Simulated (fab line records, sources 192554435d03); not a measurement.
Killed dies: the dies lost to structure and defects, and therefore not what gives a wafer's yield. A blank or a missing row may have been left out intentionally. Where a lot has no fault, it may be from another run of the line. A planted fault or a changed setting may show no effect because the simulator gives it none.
Chamber matching :: flow n5-finfet :: N5_BEOL_M4_ILD_DEP_00 on pecvd-01: 3 sister chambers
The step deposits SiOC from DEMS/O2, target thk 79 nm, time 15.3 s. 3 wafers are shown with their chamber, then 8 later ones without.

EACH WAFER AND ITS CHAMBER
wafer: L336.2
chamber: 2
throttle-valve-pct (%): 11.7

wafer: L336.3
chamber: 0
throttle-valve-pct (%): 12.0

wafer: L339.2
chamber: 1
throttle-valve-pct (%): 10.6

WAFERS WHOSE CHAMBER IS MISSING
wafer: L339.5
throttle-valve-pct (%): 11.8

wafer: L339.6
throttle-valve-pct (%): 11.0

wafer: L341.2
throttle-valve-pct (%): 12.0

wafer: L341.4
throttle-valve-pct (%): 11.7

wafer: L341.6
throttle-valve-pct (%): 10.8

wafer: L344.2
throttle-valve-pct (%): 10.7

wafer: L344.5
throttle-valve-pct (%): 11.5

wafer: L344.6
throttle-valve-pct (%): 10.8

THE CHAMBER EACH PASSED THROUGH
wafer: L339.5
from the rows above: can't be placed: 2 or 0
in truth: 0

wafer: L339.6
from the rows above: can't be placed: 1 or 2
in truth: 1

wafer: L341.2
from the rows above: can't be placed: 0 or 2
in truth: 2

wafer: L341.4
from the rows above: can't be placed: 2 or 0
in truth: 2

wafer: L341.6
from the rows above: 1
in truth: 1

wafer: L344.2
from the rows above: 1
in truth: 1

wafer: L344.5
from the rows above: can't be placed: 2 or 0
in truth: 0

wafer: L344.6
from the rows above: 1
in truth: 1
Correct placement for 3 of the 8. From these rows, 5 cannot be placed; in 5 the true chamber is one of the candidates. Wrongly placed: 0.
How it was worked out, from the rows above alone: a wafer's distance from a chamber is the root of the sum, over the readings, of the square of ((its reading less the chamber's mean) divided by the reading's scatter). The wafer belongs to the nearest chamber; if the next one is less than 2 further off, it can't be placed. The mean given for a chamber averages the wafers shown for that chamber. The scatter (one wafer shown for each chamber): square how far every hidden wafer sits from the nearest shown wafer, average those squares and take the square root.
